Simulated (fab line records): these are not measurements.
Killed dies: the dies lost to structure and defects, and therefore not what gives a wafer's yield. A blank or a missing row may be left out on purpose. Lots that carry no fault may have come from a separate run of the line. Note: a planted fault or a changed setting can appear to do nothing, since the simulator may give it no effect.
Matching of chambers || flow n5-finfet || N5_FIN_SAQP_PECVD_48 on pecvd-02 has 3 sister chambers
The step deposits SiNx from SiH4/NH3/N2, target thk 25 nm, time 22.1 s. 6 wafers are shown with their chamber, then 7 later ones without.

== WAFERS PAIRED WITH THEIR CHAMBERS ==
{"wafer": "L083.1", "chamber": 2, "throttle-valve-pct (%)": 38.3, "showerhead-plenum-p-Torr (Torr)": 5.15}
{"wafer": "L085.1", "chamber": 0, "throttle-valve-pct (%)": 43.4, "showerhead-plenum-p-Torr (Torr)": 5.14}
{"wafer": "L085.2", "chamber": 2, "throttle-valve-pct (%)": 38.4, "showerhead-plenum-p-Torr (Torr)": 5.16}
{"wafer": "L085.6", "chamber": 1, "throttle-valve-pct (%)": 40.3, "showerhead-plenum-p-Torr (Torr)": 5.22}
{"wafer": "L089.1", "chamber": 1, "throttle-valve-pct (%)": 40.3, "showerhead-plenum-p-Torr (Torr)": 5.20}
{"wafer": "L089.2", "chamber": 0, "throttle-valve-pct (%)": 43.3, "showerhead-plenum-p-Torr (Torr)": 5.14}

== WAFERS WITH NO CHAMBER GIVEN ==
{"wafer": "L089.5", "throttle-valve-pct (%)": 40.2, "showerhead-plenum-p-Torr (Torr)": 5.21}
{"wafer": "L091.1", "throttle-valve-pct (%)": 38.6, "showerhead-plenum-p-Torr (Torr)": 5.17}
{"wafer": "L091.2", "throttle-valve-pct (%)": 40.4, "showerhead-plenum-p-Torr (Torr)": 5.20}
{"wafer": "L091.6", "throttle-valve-pct (%)": 43.4, "showerhead-plenum-p-Torr (Torr)": 5.15}
{"wafer": "L093.1", "throttle-valve-pct (%)": 43.7, "showerhead-plenum-p-Torr (Torr)": 5.15}
{"wafer": "L093.2", "throttle-valve-pct (%)": 38.9, "showerhead-plenum-p-Torr (Torr)": 5.15}
{"wafer": "L093.3", "throttle-valve-pct (%)": 40.2, "showerhead-plenum-p-Torr (Torr)": 5.21}

== THE CHAMBER EACH PASSED THROUGH ==
{"wafer": "L089.5", "from the rows above": 1, "in truth": 1}
{"wafer": "L091.1", "from the rows above": 2, "in truth": 2}
{"wafer": "L091.2", "from the rows above": 1, "in truth": 1}
{"wafer": "L091.6", "from the rows above": 0, "in truth": 0}
{"wafer": "L093.1", "from the rows above": 0, "in truth": 0}
{"wafer": "L093.2", "from the rows above": 2, "in truth": 2}
{"wafer": "L093.3", "from the rows above": 1, "in truth": 1}
Correct placement for 7 of the 7. Left unplaced by these rows: 0. Placed wrongly: 0.
How it was worked out, from the rows above alone: a wafer's distance from a chamber is the root of the sum, over the readings, of the square of ((its reading less the chamber's mean) divided by the reading's scatter). The wafer belongs to the nearest chamber; if the next one is less than 2 further off, it can't be placed. Each chamber's mean is taken over the wafers shown for it. The scatter: take each reading less its chamber's mean, square it, sum over the shown wafers, divide by the number of wafers less the number of chambers, and take the root.
